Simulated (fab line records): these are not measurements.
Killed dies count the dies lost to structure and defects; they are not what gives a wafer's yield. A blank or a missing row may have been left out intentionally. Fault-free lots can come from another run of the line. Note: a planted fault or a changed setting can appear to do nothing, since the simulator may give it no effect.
Problem report in the 8D (eight disciplines) form, filled by code :: flow nand-harc :: the parts of the form that need people (team, actions taken, sign-off) are left out

1. WHAT IS WRONG
At NHARC_P_GATE_ETCH_114, run-length-s averages 35.4 s over 6 wafers from 2 lots, while fault-free wafers read 37.8 s, standard deviation 0.38. That is -6.2 standard deviations from the usual mean.
The step: etches the open film in CF4/O2, target depth 30 nm, overetch 3 nm, time 16.5 s.
The first sign was on wafer L756.2 at day 7 21:00, on rie-diel-07. Wafers with a number at this step in the record: 42, from 14 lots. Rule for "out", or "out of limits": more than 4 standard deviations from the usual mean. The rest of the wafers with a number are treated as sound.

2. WHAT IT IS; WHAT IT IS NOT
question: which readings at this step
is: run-length-s
is not: oes-product-au, showerhead-plenum-p-Torr, throttle-valve-pct

question: which lots
is: L756, L757
is not: L744, L745, L746, L747, L748, L749, L751, L752, L753, L755, L763, L764

question: which wafers of those lots
is: all that have a number
is not: -

question: read on which tools
is: rie-diel-07
is not: rie-diel-01, rie-diel-08

question: when
is: from day 7 21:00
is not: up to then (30 sound wafers); but 6 sound wafers of L763, L764 came after

3. WHAT RULES OUT EACH SUSPECT
Counting: any tool at a process step up to the reading is kept as a suspect provided that every lot that is out went through it and no sound lot did after the first of them.
- rie-diel-07 at NHARC_P_GATE_ETCH_114 (etches the open film in CF4/O2, target depth 30 nm, overetch 3 nm, time 16.5 s): kept. Every lot that is out went through it, starting with L756 (day 7 21:00), and after that it ran no sound lot; the last sound lot it ran before then is L753 (day 7 16:00). Its own readings are out on those wafers: run-length-s.
Left after counting: rie-diel-07 at NHARC_P_GATE_ETCH_114.

4. THE CAUSE (what the simulator had put in)
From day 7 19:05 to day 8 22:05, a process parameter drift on rie-diel-07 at NHARC_P_GATE_ETCH_114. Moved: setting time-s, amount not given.
Counting left only this tool.

5. SEQUENCE OF EFFECTS, ordered by route
One row per reading whose mean, taken over the struck wafers that have a number, lies over 3 standard deviations from the usual. Readings are gone through only where the record gives a usual standard deviation; hours: the median, over the lots, of the time from a lot's start at the first step in this table giving one to that lot's start at this step; sigmas: the change measured in usual standard deviations.
hours: 0
step: NHARC_P_GATE_ETCH_114
reading: run-length-s
usual: 37.8 s
on struck wafers: 35.4
change: -2.4
sigmas: -6.2
The process steps in it:
- NHARC_P_GATE_ETCH_114: etches the open film in CF4/O2, target depth 30 nm, overetch 3 nm, time 16.5 s.

6. WHAT WOULD HAVE CAUGHT IT SOONER
First out-of-limits reading in this record: day 7 21:00, which is 2 hours after fault onset at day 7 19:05.
